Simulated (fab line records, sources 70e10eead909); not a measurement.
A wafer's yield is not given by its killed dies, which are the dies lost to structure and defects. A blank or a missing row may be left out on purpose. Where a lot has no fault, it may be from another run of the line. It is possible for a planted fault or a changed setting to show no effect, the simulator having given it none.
Chamber matching -- flow nandHarc -- NHARC_A_CONTACT_DESCUM_74 on rieDiel-09: 4 sister chambers
The step chemistry O2, time 3 s. 36 wafers are shown with their chamber, then 12 later ones without.

EACH WAFER AND ITS CHAMBER
wafer,chamber,showerheadPlenumPTorr (Torr),drypumpMotorCurrentA (A),oesProductAu (a.u.)
L076.1,1,1.81,6.3,1.022
L076.2,3,1.89,5.7,1.010
L076.3,0,2.03,5.2,1.023
L074.1,0,2.03,5.2,1.010
L074.2,3,1.89,5.7,1.005
L074.5,3,1.89,5.7,0.997
L077.2,3,1.89,5.7,1.004
L077.3,1,1.81,6.3,1.009
L077.6,1,1.81,6.3,1.007
L079.3,2,2.07,6.0,1.011
L079.4,1,1.81,6.3,1.020
L079.5,2,2.07,6.0,1.000
L080.3,2,2.07,6.0,1.003
L080.5,3,1.89,5.7,1.005
L080.6,2,2.07,6.0,0.994
L085.1,2,2.07,6.0,1.006
L085.3,3,1.88,5.7,0.998
L085.5,3,1.88,5.6,0.995
L086.1,2,2.07,6.0,1.005
L086.4,3,1.88,5.7,1.002
L086.5,0,2.03,5.2,1.018
L088.1,3,1.88,5.7,1.004
L088.4,1,1.80,6.3,1.014
L088.5,0,2.03,5.2,1.007
L090.1,2,2.07,6.0,1.000
L090.2,1,1.80,6.3,1.025
L090.3,3,1.88,5.7,1.004
L087.1,0,2.03,5.1,1.017
L087.2,2,2.07,6.0,0.996
L087.3,1,1.80,6.3,1.020
L091.1,3,1.88,5.7,0.992
L091.5,2,2.07,6.0,0.992
L091.6,3,1.88,5.7,1.003
L089.3,3,1.88,5.7,0.999
L089.5,2,2.07,6.0,0.996
L089.6,1,1.80,6.3,1.008

SIGNATURES, as means of the wafers listed above
reading,chamber 0,chamber 1,chamber 2,chamber 3,scatter within a chamber
showerheadPlenumPTorr,2.0300,1.8050,2.0700,1.8838,0.00398
drypumpMotorCurrentA,5.180,6.300,6.000,5.692,0.0232
oesProductAu,1.01500,1.01562,1.00030,1.00138,0.00592
Rule: for a wafer and a chamber, the distance is found by dividing, reading by reading, the gap between the wafer's reading and the chamber's mean by the reading's scatter, squaring, summing and taking the root. The wafer belongs to the nearest chamber; if the next one is less than 2 further off, it can't be placed. How the scatter is found: for the shown wafers, subtract from each reading the mean of its chamber, square and add these, divide the total by (wafers less chambers), then take the root.

WAFERS MISSING THEIR CHAMBER
wafer,showerheadPlenumPTorr (Torr),drypumpMotorCurrentA (A),oesProductAu (a.u.)
L092.1,1.80,6.3,1.014
L092.2,1.88,5.7,1.001
L092.5,2.02,5.2,1.018
L095.1,2.07,6.0,0.982
L095.3,1.88,5.7,0.973
L095.4,2.02,5.2,0.995
L093.2,2.02,5.2,0.992
L093.4,1.80,6.3,0.993
L093.6,2.02,5.2,0.994
L097.1,1.80,6.3,1.005
L097.2,2.02,5.2,0.994
L097.5,1.80,6.3,1.005

WHICH CHAMBER EACH ONE RAN IN
wafer,from the rows above,in truth
L092.1,1,1
L092.2,3,3
L092.5,0,0
L095.1,2,2
L095.3,3,3
L095.4,0,0
L093.2,0,0
L093.4,1,1
L093.6,0,0
L097.1,1,1
L097.2,0,0
L097.5,1,1
12 of 12 placed correctly. From these rows, 0 cannot be placed. Number placed wrongly: 0.
